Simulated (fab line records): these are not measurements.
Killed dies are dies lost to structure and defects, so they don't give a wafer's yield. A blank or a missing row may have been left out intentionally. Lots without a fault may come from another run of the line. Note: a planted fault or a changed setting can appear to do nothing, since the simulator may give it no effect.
fab line records	flow n5Finfet
[record] lots = 8	wafers = 24	lastDay = 18
route steps=1938 shown BEOL_M1@768 BEOL_M4@1111 PASSIVATION@1936
lots that met no fault: from a run of the same line without faults
startH: hours from the record's opening day to when the first of the lot's shown wafers began	waitH: hours since the lot's step before	" as in the row above	L1.1+2: one row covering several wafers at once	- no value, or no start given	* or withheld: withheld	< > ~ a bound
route shown NAME@n: NAME is a module with steps in the file, n the number in the route of the first one	usual: the fault-free wafers' mean and standard deviation	same: alike in all rows	chamber/n: place in a boat	sites: the reading at each site	_std_site: their standard deviation	_edge_site: mean of outer sites minus mean of inner sites	radiusMm: for every site, how far away it sits from the centre of the wafer	mask NAME#n: copy n	behind: the tool/chamber that last shaped the wafer	hold: reason for holding the lot/hours on hold/outcome of the hold	device: transistor that didn't switch, given as n, p or np	end of line: the same wafers' tests at the end of the route	step lacking rows: just its recipe	killed: not the wafer's yield, but the dies lost to structure and defects at the first sort	map: dies across one wafer; x = killed, . = not, _ = none there
set.NAME: the setting that was run; set.NAME@STEP: the one run at that earlier step	model.NAME: the simulator's own value behind a step, which no gauge read
one table for each step of the route and one row for each wafer, over a sample of lots
services: the hour from which a tool's chamber was out of use, counted from the record's first day as startH (under 0 if before that day), plus the number of hours and why
[[steps]]
[step N5_BEOL_M1_ETCH_74]
[recipe] chemistry = N2/H2	target = underlayer	targetDepthA = 65	maskMaterial = CAR-EUV	timeS = 5.2	ionEnergyEv = 200	pressureMtorr = 30	sourceW = 840	biasW = 150	n2FlowSccm = 200	h2FlowSccm = 200	ends = cleared
[usual] drypumpMotorCurrentA = 5.6/0.48	etchRfOnTimeS = 5.24/0.16	h2FlowSccm = 200.0/0.58	oesProductAu = 0.65/0.065	rfVppV = 523.4/2.7	showerheadPlenumPTorr = 2.53/0.088	throttleValvePct = 18.0/0.32
lot.wafer	tool	chamber	startH	waitH	drypumpMotorCurrentA	etchRfOnTimeS	h2FlowSccm	oesProductAu	rfHoursCounterH	rfVppV	showerheadPlenumPTorr	throttleValvePct
L801.1	rieDiel-06	3	132.72	0.0	5.3	4.96	200.4	0.67	147	521.3	2.44	18.3
L801.3	"	0	"	"	5.3	5.27	200.4	0.74	40	520.6	2.49	18.0
L801.5	"	1	"	"	5.1	5.61	200.2	0.55	-	519.0	2.41	18.1
L802.3	rieDiel-04	1	134.23	0.0	6.5	5.14	200.1	0.70	95	524.7	2.56	17.5
L802.4	"	3	"	"	5.2	5.18	200.2	0.61	195	525.0	2.66	17.9
L802.6	"	0	"	"	5.5	5.31	200.7	0.60	-	521.9	2.51	18.4
L808.2	rieDiel-04	1	173.23	0.0	6.5	5.27	199.4	0.66	107	525.0	2.56	17.5
L808.4	"	2	"	"	6.1	5.40	198.8	0.58	221	526.0	2.64	18.5
L808.5	"	0	"	"	5.6	5.33	199.5	0.59	-	524.0	2.50	18.4
L812.3	rieDiel-04	1	200.76	0.0	6.5	5.25	200.4	0.65	-	525.3	2.55	17.5
L812.5	"	1	"	"	6.5	5.24	199.6	0.67	-	526.4	2.55	17.5
L812.6	"	3	"	"	5.3	5.37	199.3	0.60	-	527.3	2.65	17.9
L820.3	rieDiel-02	2	244.10	0.0	5.8	5.43	199.8	0.56	245	523.4	2.52	17.8
L820.4	"	2	"	"	5.8	5.47	200.2	0.55	-	524.1	2.52	17.8
L820.5	"	0	"	"	6.0	5.05	199.0	0.64	-	523.9	2.50	18.1
L821.4	rieDiel-06	2	248.04	0.0	4.8	5.40	200.3	0.75	-	526.7	2.60	17.5
L821.5	"	3	"	"	5.3	5.05	200.2	0.61	-	520.4	2.42	18.3
L821.6	"	0	"	"	5.4	5.35	200.6	0.68	-	523.8	2.47	18.1
L822.1	rieDiel-06	3	251.57	0.0	5.3	5.03	201.1	0.62	195	519.8	2.42	18.4
L822.5	"	2	"	"	4.8	5.38	200.1	0.75	-	527.2	2.60	17.6
L822.6	"	0	"	"	5.4	5.34	200.5	0.68	-	521.0	2.47	18.1
L824.1	rieDiel-04	3	260.28	0.0	5.3	5.32	200.7	0.59	232	527.1	2.64	18.0
L824.4	"	0	"	"	5.6	5.32	199.5	0.76	16	523.6	2.49	18.0
L824.5	"	1	"	"	6.5	5.29	199.9	0.65	-	522.4	2.55	17.6
[step N5_BEOL_M1_EXPOSE_25]
[recipe] maskId = V0	na = 0.33	sourceShape = quasar	sigmaInner = 0.2	sigmaOuter = 0.8	polarization = unpolarized	defocusNm = 5	targetCdNm = 24	doseMj = 63
lot.wafer	tool	chamber	startH	waitH	mask
L801.1+3+5	euvScanner-02	0	133.41	-	V0#0
L802.3+4+6	euvScanner-01	0	135.04	-	V0#0
L808.2+4+5	euvScanner-01	0	173.96	-	V0#0
L812.3+5+6	euvScanner-02	0	201.73	-	V0#0
L820.3+4+5	euvScanner-02	0	244.81	-	V0#0
L821.4+5+6	euvScanner-02	0	248.63	-	V0#0
L822.1+5+6	euvScanner-02	0	252.22	-	V0#0
L824.1+4+5	euvScanner-01	0	261.05	-	V0#0
[step N5_BEOL_M1_CD_MEAS_28]
[recipe] landingEnergyEv = 500	detector = seInlens	targetCdYNm = 23.3
[usual] cdNm = 23.88/0.25
[same] landingEnergyEv = 500
lot.wafer	tool	chamber	startH	waitH	cdNm
L801.1	cdSem-01	0	133.56	-	23.54
L801.3	"	0	"	"	24.23
L801.5	"	0	"	"	23.93
L802.3	cdSem-03	0	135.17	-	23.99
L802.4	"	0	"	"	23.94
L802.6	"	0	"	"	23.68
L808.2	cdSem-03	0	174.10	-	23.17
L808.4	"	0	"	"	23.86
L808.5	"	0	"	"	23.79
L812.3	cdSem-01	0	201.86	-	24.03
L812.5	"	0	"	"	24.06
L812.6	"	0	"	"	24.08
L820.3	cdSem-02	0	244.94	-	23.36
L820.4	"	0	"	"	24.47
L820.5	"	0	"	"	24.17
L821.4	cdSem-01	0	248.75	-	16.16
L821.5	"	0	"	"	17.50
L821.6	"	0	"	"	21.94
L822.1	cdSem-01	0	252.36	-	22.74
L822.5	"	0	"	"	15.38
L822.6	"	0	"	"	16.38
L824.1	cdSem-03	0	261.19	-	23.93
L824.4	"	0	"	"	24.01
L824.5	"	0	"	"	23.67
[step N5_BEOL_M1_ETCH_69]
[recipe] chemistry = CF4	target = SiARC	targetDepthA = 156	maskMaterial = CAR-EUV	timeS = 26	ionEnergyEv = 80	pressureMtorr = 40	sourceW = 545	biasW = 36	Ar_flow_sccm = 100	cf4FlowSccm = 100	ends = cleared
[usual] drypumpMotorCurrentA = 5.6/0.48	etchRfOnTimeS = 26.2/0.74	mfcArSccm = 100.0/0.36	oesProductAu = 0.65/0.07	rfVppV = 183.8/1	showerheadPlenumPTorr = 2.13/0.057	throttleValvePct = 15.73/0.29
lot.wafer	tool	chamber	startH	waitH	drypumpMotorCurrentA	etchRfOnTimeS	mfcArSccm	oesProductAu	rfHoursCounterH	rfVppV	showerheadPlenumPTorr	throttleValvePct
L801.1	rieDiel-02	1	133.73	0.0	5.9	24.9	99.6	0.75	55	182.9	2.09	15.24
L801.3	"	2	"	"	5.8	26.9	99.9	0.58	212	184.5	2.13	15.52
L801.5	"	2	"	"	5.8	26.8	100.2	0.58	-	184.8	2.13	15.53
L802.3	rieDiel-04	1	135.50	0.0	6.5	26.3	100.0	0.68	95	184.6	2.15	15.32
L802.4	"	2	"	"	6.1	27.1	100.4	0.59	210	185.0	2.21	15.97
L802.6	"	2	"	"	6.1	27.1	100.9	0.58	-	183.1	2.21	15.98
L808.2	rieDiel-06	3	174.60	0.0	5.3	25.1	99.7	0.65	163	182.6	2.06	15.98
L808.4	"	1	"	"	5.1	26.6	100.5	0.79	-	185.1	2.28	15.36
L808.5	"	3	"	"	5.2	25.2	100.0	0.64	-	183.4	2.06	15.97
L812.3	rieDiel-02	3	202.03	0.0	5.1	25.6	100.2	0.65	138	184.0	2.08	16.11
L812.5	"	0	"	"	5.9	25.7	100.0	0.64	-	185.5	2.13	15.99
L812.6	"	3	"	"	5.0	25.7	99.7	0.66	-	183.2	2.08	16.11
L820.3	rieDiel-02	2	245.12	0.0	5.8	27.1	100.4	0.56	245	183.7	2.12	15.60
L820.4	"	0	"	"	5.9	25.8	99.2	0.63	-	184.9	2.13	16.01
L820.5	"	1	"	"	5.9	25.2	100.8	0.71	-	183.5	2.08	15.31
L821.4	rieDiel-02	1	248.95	0.0	5.9	25.1	100.1	0.71	-	182.0	2.07	15.33
L821.5	"	2	"	"	5.8	27.1	100.7	0.55	-	184.0	2.12	15.60
L821.6	"	0	"	"	6.0	25.5	100.1	0.63	-	184.4	2.12	16.02
L822.1	rieDiel-06	0	252.71	0.0	5.4	25.8	99.9	0.70	83	182.3	2.09	15.80
L822.5	"	0	"	"	5.3	26.1	100.1	0.69	-	183.4	2.09	15.79
L822.6	"	2	"	"	4.8	26.6	100.9	0.76	-	186.1	2.20	15.31
L824.1	rieDiel-04	2	261.37	0.0	6.1	26.0	99.8	0.59	246	184.9	2.20	16.07
L824.4	"	1	"	"	6.5	26.5	100.2	0.65	132	184.0	2.14	15.38
L824.5	"	1	"	"	6.5	26.3	99.5	0.65	-	183.7	2.14	15.39
[step N5_BEOL_M1_ETCH_70]
[recipe] chemistry = N2/H2	target = SOC	targetDepthA = 800	overetchA = 160	maskMaterial = SiARC	tempC = 40	timeS = 120	ionEnergyEv = 200	pressureMtorr = 30	sourceW = 840	biasW = 150	n2FlowSccm = 200	h2FlowSccm = 200
[usual] drypumpMotorCurrentA = 5.6/0.46	h2FlowSccm = 200.0/0.62	oesProductAu = 0.58/0.061	rfVppV = 523.4/2	showerheadPlenumPTorr = 2.53/0.078	throttleValvePct = 17.9/0.31
lot.wafer	tool	chamber	startH	waitH	drypumpMotorCurrentA	h2FlowSccm	oesProductAu	rfHoursCounterH	rfVppV	showerheadPlenumPTorr	throttleValvePct
L801.1	rieDiel-02	3	133.98	0.0	5.0	200.0	0.59	120	522.4	2.44	18.1
L801.3	"	2	"	"	5.8	199.9	0.53	212	523.1	2.53	17.7
L801.5	"	0	"	"	6.0	200.1	0.58	-	525.5	2.51	18.0
L802.3	rieDiel-06	3	136.73	0.0	5.3	200.0	0.58	148	521.3	2.44	18.2
L802.4	"	2	"	"	4.8	199.7	0.52	240	526.1	2.62	18.0
L802.6	"	0	"	"	5.3	199.9	0.66	-	522.8	2.49	18.0
L808.2	rieDiel-02	0	178.53	0.0	6.0	200.7	0.57	174	523.7	2.51	18.1
L808.4	"	3	"	"	5.0	200.8	0.59	-	521.8	2.43	18.1
L808.5	"	2	"	"	5.8	199.7	0.52	-	523.1	2.53	17.7
L812.3	rieDiel-02	0	202.76	0.0	6.0	200.8	0.57	181	521.8	2.50	18.1
L812.5	"	0	"	"	6.0	200.3	0.57	-	524.6	2.50	18.1
L812.6	"	3	"	"	5.1	200.2	0.58	-	521.2	2.43	18.1
L820.3	rieDiel-04	1	245.97	0.0	6.5	199.8	0.59	127	523.6	2.55	17.5
L820.4	"	0	"	"	5.6	200.0	0.71	12	522.2	2.50	17.9
L820.5	"	3	"	"	5.3	198.7	0.53	-	527.1	2.64	17.9
L821.4	rieDiel-04	1	250.62	0.0	6.5	199.5	0.59	127	523.7	2.55	17.5
L821.5	"	1	"	"	6.5	199.7	0.59	-	522.3	2.55	17.5
L821.6	"	0	"	"	5.5	199.4	0.71	-	523.0	2.50	18.0
L822.1	rieDiel-02	0	254.15	0.0	6.0	200.6	0.56	196	521.8	2.50	18.1
L822.5	"	2	"	"	5.8	200.0	0.51	-	521.7	2.52	17.7
L822.6	"	3	"	"	5.0	199.4	0.57	-	520.3	2.43	18.2
L824.1	rieDiel-02	3	268.55	0.0	5.0	199.3	0.58	154	521.2	2.42	18.2
L824.4	"	0	"	"	6.0	199.4	0.56	-	523.2	2.50	18.1
L824.5	"	3	"	"	5.0	200.5	0.57	-	521.4	2.42	18.2
[step N5_BEOL_M4_RC_MEAS_101]
[usual] DIBL_N = 35.4/2.1	DIBL_P = 34.8/2.6	IOFF_N = 0.15/0.037	IOFF_P = 0.19/0.037	ION_N = 677/16	ION_P = 462/9.3	SS_N = 71.4/0.75	SS_P = 72.9/0.77	VT_N = 250/3.7	VT_P = -251/3.5
lot.wafer	tool	chamber	startH	waitH	DIBL_N[mV/V]	DIBL_P[mV/V]	IOFF_N[nA/um]	IOFF_P[nA/um]	ION_N[uA/um]	ION_P[uA/um]	SS_N[mV/dec]	SS_P[mV/dec]	VT_N[mV]	VT_P[mV]
L801.1	prober-01	0	183.49	0.0	35.6	34.3	0.13	0.14	654	441	71.5	72.4	255	-257
L801.3	"	0	"	"	39.3	38.9	0.22	0.20	684	455	73.0	73.8	247	-256
L801.5	"	0	"	"	37.9	37.1	0.19	0.18	686	455	72.5	73.3	249	-254
L802.3	prober-02	0	183.90	0.3	34.8	32.0	0.13	0.19	679	472	70.9	72.6	250	-248
L802.4	"	0	"	"	35.0	32.7	0.14	0.20	682	478	71.0	72.5	249	-250
L802.6	"	0	"	"	33.1	30.1	0.11	0.17	672	470	70.0	72.6	253	-251
L808.2	prober-01	0	226.99	0.6	35.8	35.1	0.16	0.19	697	474	71.5	72.5	246	-249
L808.4	"	0	"	"	36.6	34.8	0.16	0.19	688	464	71.2	73.1	247	-251
L808.5	"	0	"	"	36.7	35.7	0.16	0.20	690	471	71.1	72.8	247	-250
L812.3	prober-02	0	251.52	0.3	34.3	34.2	0.13	0.17	660	454	71.3	71.9	251	-253
L812.5	"	0	"	"	39.5	41.3	0.25	0.31	712	480	72.6	74.3	242	-243
L812.6	"	0	"	"	32.7	31.6	0.11	0.14	669	457	70.9	72.1	253	-254
L820.3	prober-01	0	286.65	0.3	36.2	36.9	0.18	0.22	694	472	72.3	72.9	247	-249
L820.4	"	0	"	"	37.5	38.8	0.21	0.25	697	472	72.2	73.3	246	-249
L820.5	"	0	"	"	37.8	38.8	0.20	0.24	696	471	72.2	73.0	245	-245
L821.6	prober-01	0	303.65	0.8	35.8	33.8	0.13	0.14	668	445	71.5	73.2	254	-261
L822.1	prober-01	0	303.81	0.3	40.6	40.7	0.28	0.31	709	480	73.2	74.6	241	-246
L824.1	prober-02	0	326.03	0.0	38.0	40.0	0.22	0.26	710	477	72.6	73.7	242	-247
L824.4	"	0	"	"	36.1	37.1	0.18	0.23	701	476	71.7	73.3	247	-250
L824.5	"	0	"	"	36.0	36.9	0.17	0.21	689	467	71.4	73.6	246	-250
[step N5_PASSIVATION_PROBE_49]
[usual] defectLimitedYield = 90.5/1.7	killed_at_M0_to_M3 = 37/12	killed_at_M4_up = 14/5.2	killedAtContacts = 12/5.9	killedAtFrontEnd = 45/14	killedAtOther = 3.5/2.8	killedDies = 112/21	killedOnRim = 15/4.5	killedOpen = 73/15	killedShort = 36/8.9	sort_bin_4_leakage = 0.00/0.007	sort_bin_5_function = 5.6/1.2	sort_bin_6_memory = 3.5/0.68	sortNPass = 1068/21	sortYieldPct = 90.5/1.8
[same] grossDies = 1180	killedAtBackSide = 0	sort_bin_8_speed[%] = 0
lot.wafer	tool	chamber	startH	waitH	defectLimitedYield[%]	killed_at_M0_to_M3	killed_at_M4_up	killedAtContacts	killedAtFrontEnd	killedAtOther	killedDies	killedOnRim	killedOpen	killedShort	sort_bin_4_leakage[%]	sort_bin_5_function[%]	sort_bin_6_memory[%]	sortNPass	sortYieldPct[%]
L812.6	prober-02	-	361.33	0.3	92.0	17	8	11	57	1	94	16	54	37	0	5.1	2.5	1086	92.0
L821.4	prober-01	-	402.14	0.2	0	1108	14	9	46	3	1180	152	63	34	0	96.6	2.9	0	0
L821.5	prober-01	-	402.19	0.2	0	1117	21	5	33	4	1180	152	59	31	0	97.2	2.5	0	0
L822.1	prober-01	-	407.23	0.0	89.1	28	12	13	65	11	129	23	81	44	0.08	6.2	3.9	1050	89.0
L822.5	prober-01	-	407.43	0.2	0	1077	12	18	66	7	1180	152	85	31	0	95.8	3.8	0	0
L822.6	prober-01	-	407.48	0.3	0	1083	21	9	57	10	1180	152	87	34	0	96.6	3.1	0	0
// killed by level:class
L812.6 STI_FIN_REVEAL:geometricParticle:open=11 MOL_CONTACT_COAG:geometricParticle:open=10 FIN_SAQP:geometricParticle:short=8 GATE_CUT:geometricParticle:short=7 FIN_SAQP:geometricParticle:open=6 GATE_CUT:geometricParticle:open=6 STARTING-WAFER:geometricParticle:open=5 BEOL_M0_SAQP:geometricParticle:short=5
L821.4 BEOL_M1:areaExpose=1082 STI_FIN_REVEAL:geometricParticle:open=11 MOL_CONTACT_COAG:geometricParticle:open=8 BEOL_M0_SAQP:geometricParticle:open=7 BEOL_M4:geometricParticle:open=7 FIN_SAQP:geometricParticle:open=6 STARTING-WAFER:geometricParticle:short=6 STI_FIN_REVEAL:geometricParticle:short=4
L821.5 BEOL_M1:areaExpose=1087 STI_FIN_REVEAL:geometricParticle:open=8 BEOL_M0_SAQP:geometricParticle:open=7 GATE_CUT:geometricParticle:short=6 BEOL_M0_SAQP:geometricParticle:short=5 BEOL_M4:geometricParticle:open=5 BEOL_M5:geometricParticle:open=5 MOL_CONTACT_COAG:geometricParticle:open=4
L822.1 STI_FIN_REVEAL:geometricParticle:open=22 FIN_SAQP:geometricParticle:short=15 FIN_SAQP:geometricParticle:open=8 MOL_CONTACT_COAG:geometricParticle:open=8 BEOL_M1:geometricParticle:open=8 GATE_CUT:geometricParticle:short=6 MOL_CONTACT_COAG:geometricParticle:short=5 BEOL_M0_SAQP:geometricParticle:open=5
L822.5 BEOL_M1:areaExpose=1062 FIN_SAQP:geometricParticle:open=18 MOL_CONTACT_COAG:geometricParticle:open=16 STI_FIN_REVEAL:geometricParticle:open=14 FIN_SAQP:geometricParticle:short=9 GATE_CUT:geometricParticle:short=8 BEOL_M1:geometricParticle:open=7 DUMMY_GATE:geometricParticle:open=5
L822.6 BEOL_M1:areaExpose=1057 STI_FIN_REVEAL:geometricParticle:open=23 BEOL_M1:geometricParticle:open=13 FIN_SAQP:geometricParticle:short=10 BEOL_M4:geometricParticle:open=9 FIN_SAQP:geometricParticle:open=7 BEOL_M2:geometricParticle:open=6 MOL_CONTACT_COAG:geometricParticle:open=5
[[services]]
tool	chamber	startH	hours	kind
rieDiel-04	2	109.23	1.6	repair
rieDiel-06	2	112.41	19.7	repair
euvScanner-02	-	122.40	4.6	pm
euvScanner-02	-	134.03	1.0	pm
euvScanner-01	-	135.33	1.0	pm
rieDiel-04	0	138.95	5.4	repair
euvScanner-02	-	148.81	0.5	repair
rieDiel-02	1	177.11	5.9	repair
rieDiel-06	1	184.00	81.3	repair
euvScanner-02	-	190.18	1.0	pm
euvScanner-01	-	191.48	1.0	pm
rieDiel-02	3	191.84	6.5	repair
rieDiel-04	2	198.53	2.8	repair
rieDiel-06	2	218.19	13.6	repair
euvScanner-02	-	219.64	13.5	repair
rieDiel-06	0	220.16	6.2	repair
rieDiel-02	3	243.66	9.1	repair
euvScanner-02	-	246.33	1.0	pm
euvScanner-01	-	247.63	1.0	pm
rieDiel-02	2	249.10	3.6	repair
euvScanner-02	-	260.00	5.8	pm
rieDiel-02	2	265.88	-	clean
rieDiel-06	-	266.11	2.8	pm
rieDiel-04	0	266.58	4.5	repair
[[key]]
[firstSign] step = N5_BEOL_M1_CD_MEAS_28	reading = cdNm	direction = down	sigmas = 22	usual = 23.88	struck = 18.35
[effect] step = N5_PASSIVATION_PROBE_49	reading = killed_at_M0_to_M3	direction = up	sigmas = 69	usual = 37	struck = 883	wafersMoved = 4
[moreKillsBornAt] N5_BEOL_M1_EXPOSE_25@euvScanner-02 = 4289
metAt N5_BEOL_M1_EXPOSE_25
struckLots L821,L822
rowsEnd L821.6
laterRowsLeftOut L821.4,L821.5,L822.5,L822.6
notActingAt N5_BEOL_M1_ETCH_74,N5_BEOL_M1_ETCH_69,N5_BEOL_M1_ETCH_70
onsetBetween 244.81 248.63
[fault] kind = processParameterDrift	tool = euvScanner-02	chamber = -	onsetH = 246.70	steps = N5_BEOL_M1_EXPOSE_25	channel = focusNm	offset = 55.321	spreadByWafer = 0.3	shape = step
// laterRowsLeftOut: the simulator's readings of these wafers behind a module that went badly wrong aren't trusted and aren't shown, but for the sort
// rowsEnd: these wafers met a further fault down the route, and their rows from its step on are left out
